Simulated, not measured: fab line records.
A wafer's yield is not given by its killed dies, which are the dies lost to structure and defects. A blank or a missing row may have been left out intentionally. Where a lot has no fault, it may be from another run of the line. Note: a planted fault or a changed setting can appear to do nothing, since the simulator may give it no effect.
Struck lot and sound lot, side by side | flow n5 finfet | 39 steps out of a route of 1938
Sound: the wafers L677.1, L677.5, L677.6. Struck: wafer L687.4. (L687.3, L687.5 of the same lot were not struck and are left out.) The cause comes at the end.
Each step with rows lists, per side, the tool, then ch with its chambers, then its first start. Under that, the readings that differ: sound wafers | struck wafers | difference of the means | sigmas: that difference in standard deviations of wafers without a fault.
alike: same words and numbers on both sides, and readings whose means sit less than 2 such deviations apart. not compared: any withheld reading, any reading some wafer has no value for, any bound like >300 that may hide the same value, and any number with overlapping values for which the record gives no deviation.
Wherever a step has rows on one side only, a row that says differs or no value, or a row with sigmas, the two part there. When numbers do not overlap yet have no deviation, they are printed without sigmas and do not part them. A reading that every wafer of one side lacks parts them only if that side has two wafers or more.

first, 9 steps without rows for these wafers: N5_PMOS_HMC_CHANNEL_EPI_HM_STRIP_35 (strips SiO2 in dHF, material SiO2, target depth 39.6 nm, time 216 s); N5_PMOS_HMC_CHANNEL_EPI_SRD_39 (time 30 s); N5_PMOS_HMC_CHANNEL_EPI_CMP_21 (polishes SiGe30, target thk 54 nm); N5_PMOS_HMC_CHANNEL_EPI_PRECLEAN_40 (cleans in DHF, time 30 s); N5_PMOS_HMC_CHANNEL_EPI_PRECLEAN_37 (cleans in O3/DIW, time 45 s); N5_PMOS_HMC_CHANNEL_EPI_PRECLEAN_24 (cleans in DHF, time 30 s); N5_PMOS_HMC_CHANNEL_EPI_SRD_25 (time 30 s); N5_PMOS_HMC_CHANNEL_EPI_EPI_26 (deposits Si from SiH4/H2, target thk 3.8 nm, time 22.7 s); N5_FIN_SAQP_PRECLEAN_42 (cleans in O3/DIW, time 60 s).
N5_FIN_SAQP_PRECLEAN_00: cleans in SC1, time 60 s.
  sound on wet bench-06 ch 1,2,5, day 2 09:22; struck on wet bench-06 ch 4, day 4 21:18
  alike: temp c
then, 17 steps without rows for these wafers: N5_FIN_SAQP_PRECLEAN_44 (cleans in SC2, time 45 s); N5_FIN_SAQP_SRD_01 (time 30 s); N5_FIN_SAQP_ALD_61 (deposits SiO2, target thk 4 nm, pulse time 1 s, purge time 2 s); N5_FIN_SAQP_DENSIFY_62 (time 60 s); N5_FIN_SAQP_HM_DEP_03 (deposits SiNx from SiH4/NH3/N2, target thk 38 nm, time 33.6 s); N5_FIN_SAQP_PECVD_47 (deposits a-Si from SiH4/He, target thk 45 nm, time 36.3 s); N5_FIN_SAQP_PECVD_48 (deposits SiNx from SiH4/NH3/N2, target thk 25 nm, time 22.1 s); N5_FIN_SAQP_PECVD_06 (deposits a-Si from SiH4/He, target thk 60 nm, time 48.1 s); N5_FIN_SAQP_HM_DEP_72 (deposits SiO2 from SiH4/N2O, target thk 12 nm, time 7.2 s); N5_FIN_SAQP_COAT_49 (time 60 s, resist thk 100 nm); N5_FIN_SAQP_COAT_50 (time 60 s, resist thk 35 nm); N5_FIN_SAQP_COAT_10 (resist thk 90 nm); N5_FIN_SAQP_EBR_12; N5_FIN_SAQP_SOFTBAKE_11 (time 60 s); N5_FIN_SAQP_EXPOSE_13 (exposes mask FIN CORE, target cd 35.6 nm); N5_FIN_SAQP_PEB_14 (peb time 60 s); N5_FIN_SAQP_DEVELOP_15 (develop time 30 s).
N5_FIN_SAQP_INSPECT_18: inspects for defects (brightfield).
  sound on defect inspect-01 at day 2 10:49; struck on defect inspect-01 at day 4 22:32
  reading          | sound       | struck | difference | sigmas
  raw defect count | 406 366 286 | 1397   | +1044      | +10
then, 7 steps without rows for these wafers: N5_FIN_SAQP_DESCUM_21 (chemistry O2, time 7.9 s); N5_FIN_SAQP_ETCH_51 (etches SiARC in CF4, target depth 45.5 nm, time 75.8 s); N5_FIN_SAQP_ETCH_52 (etches SOC in N2/H2, target depth 100 nm, overetch 20 nm, time 150 s); N5_FIN_SAQP_STRIP_53 (strips in N2/H2); N5_FIN_SAQP_HM_OPEN_73 (chemistry CHF3/O2, target SiO2, stops on a-Si, target depth 12 nm, time 16.8 s); N5_FIN_SAQP_STRIP_74 (strips in CHF3/O2); N5_FIN_SAQP_MANDREL_ETCH_22 (etches a-Si in HBr/Cl2, stops on SiNx, target depth 60 nm, bt time 10 s, time 30 s).
N5_FIN_SAQP_INSPECT_40: inspects for defects (brightfield).
  sound on defect inspect-01 at day 2 15:35; struck on defect inspect-02 at day 5 03:22
  reading          | sound       | struck | difference | sigmas
  raw defect count | 275 164 236 | 1314   | +1089      | +16
N5_FIN_CUT_INSPECT_10: inspects for defects (brightfield).
  sound on defect inspect-01 at day 2 16:06; struck on defect inspect-02 at day 5 03:53
  reading          | sound    | struck | difference | sigmas
  raw defect count | 39 30 48 | 1126   | +1087      | +91
-- the record jumps here: 6 days lie between the struck wafers' starts before and after (it left off in module FIN_CUT and takes up again in module BEOL_M4, whose first step shown is number 1111 of the route) --
N5_BEOL_M4_RC_MEAS_101:
  sound on prober-02 ch 0, day 8 05:14; struck on prober-02 ch 0, day 11 08:31
  alike: DIBL_N, DIBL_P, IOFF_N, IOFF_P, ION_N, ION_P, SS_N, SS_P, VT_N, VT_P
-- record jumps: 5 days separate the struck wafers' starts on either side; left off in module BEOL_M4, taken up again in module PASSIVATION, whose first shown step is the route's number 1936 --
N5_PASSIVATION_PROBE_49:
  record: rows for the struck wafers here (prober-01, day 16 04:12), none for the sound ones

== WHERE THEY PART ==
At N5_FIN_SAQP_INSPECT_18 first; at N5_PASSIVATION_PROBE_49 last (within this record only).

WHY: what the simulator had put in
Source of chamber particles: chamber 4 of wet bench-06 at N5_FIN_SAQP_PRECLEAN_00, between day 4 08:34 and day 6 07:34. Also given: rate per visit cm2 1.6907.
